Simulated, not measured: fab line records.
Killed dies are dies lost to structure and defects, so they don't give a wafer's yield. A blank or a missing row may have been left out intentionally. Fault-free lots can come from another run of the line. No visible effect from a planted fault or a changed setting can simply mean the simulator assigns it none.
Which tool did it? -- flow n5 finfet -- 10 lots with 30 wafers sampled at 3 steps, on a route of 1938 steps

== WHAT EACH GAUGE READ, for each wafer ==
N5_BEOL_M8_THK_MEAS_01.
lot,measured,on,M8_ILD_THK (nm)
L646,day 10 08:48,film metro-02,152.4 157.0 155.8
L647,day 10 11:24,film metro-02,155.6 157.0 157.3
L648,day 10 16:09,film metro-02,152.9 155.2 152.5
L650,day 11 07:22,film metro-01,151.9 154.9 154.6
L649,day 11 16:14,film metro-02,151.6 153.0 155.0
L664,day 15 06:39,film metro-02,151.9 154.7 158.0
L662,day 15 07:44,film metro-02,212.6 155.1 154.4
L663,day 15 18:39,film metro-01,153.8 155.7 156.3
L667,day 16 02:29,film metro-02,156.6 156.0 157.3
L668,day 16 04:16,film metro-02,154.2 150.9 153.5

== WHAT TOOL EACH LOT RAN ON (gives the tool, then ch and the chambers of the sampled wafers, and finally the start) ==
lot,N5_BEOL_M7_STRIP_80,N5_BEOL_M8_ILD_DEP_00
L646,"rie diel-05 ch 1,3, day 10 03:50 or earlier","pecvd-01 ch 0,1,2, day 10 07:44"
L647,"rie diel-05 ch 0,1, day 10 07:07 or earlier","pecvd-03 ch 0,2, day 10 10:20"
L648,"rie diel-03 ch 1,3, day 10 12:43 or earlier","pecvd-03 ch 1,2, day 10 15:05"
L650,"rie diel-05 ch 0,1,2, day 11 04:17 or earlier","pecvd-03 ch 2, day 11 06:40"
L649,"rie diel-05 ch 1,2, day 11 12:14 or earlier","pecvd-04 ch 0,1, day 11 15:39"
L664,"rie diel-03 ch 0,1, day 15 03:11 or earlier","pecvd-04 ch 1,2, day 15 06:04"
L662,"rie diel-02 ch 0,2,3, day 15 04:20 or earlier","pecvd-03 ch 0,1,2, day 15 07:10"
L663,"rie diel-03 ch 0,1,3, day 15 14:14 or earlier","pecvd-01 ch 0,1,2, day 15 18:04"
L667,"rie diel-05 ch 0,2, day 15 22:25 or earlier","pecvd-01 ch 0,1, day 16 01:54"
L668,"rie diel-03 ch 1,3, day 16 00:59 or earlier","pecvd-04 ch 1,2, day 16 03:40"
- N5_BEOL_M7_STRIP_80: strips in N2/H2, time 10 s.
- N5_BEOL_M8_ILD_DEP_00: deposits SiCOH lowk from DEMS/porogen, target thk 179.75 nm, time 33.4 s.

== THE ANSWER, worked out from the rows above alone ==
Rule: usual is defined by the lots themselves. The widest of any qualifying gaps counts: lots, ordered by their means at a reading, are off when they make up no more than a third of the lots, leave a main group of 4 or more, and stand apart from it by 3 or more times the standard deviation of that group's means. If all means in a main group match to the digits the tables above print for the reading, that group is not used. Also off: a lot with no number at a reading for which 4 or more lots have one. All remaining lots with rows at the step are treated as sound.
Off: L662, at N5_BEOL_M8_THK_MEAS_01 (M8_ILD_THK). Main group: mean 154.7 nm, sd 1.3.
A tool fits if, at a process step before that reading, it ran every lot that is off, and no sound lot after the first of them. Gauges at N5_BEOL_M8_THK_MEAS_01: tried the same way as those tools. Because N5_BEOL_M7_STRIP_80 lacks a start for some lots, the hours and order of its lots are taken from N5_BEOL_M7_CD_MEAS_35. Undecided on this evidence; 2 tools fit (rie diel-02 at N5_BEOL_M7_STRIP_80, pecvd-03 at N5_BEOL_M8_ILD_DEP_00).

== WHAT HAD BEEN PUT IN BY THE SIMULATOR ==
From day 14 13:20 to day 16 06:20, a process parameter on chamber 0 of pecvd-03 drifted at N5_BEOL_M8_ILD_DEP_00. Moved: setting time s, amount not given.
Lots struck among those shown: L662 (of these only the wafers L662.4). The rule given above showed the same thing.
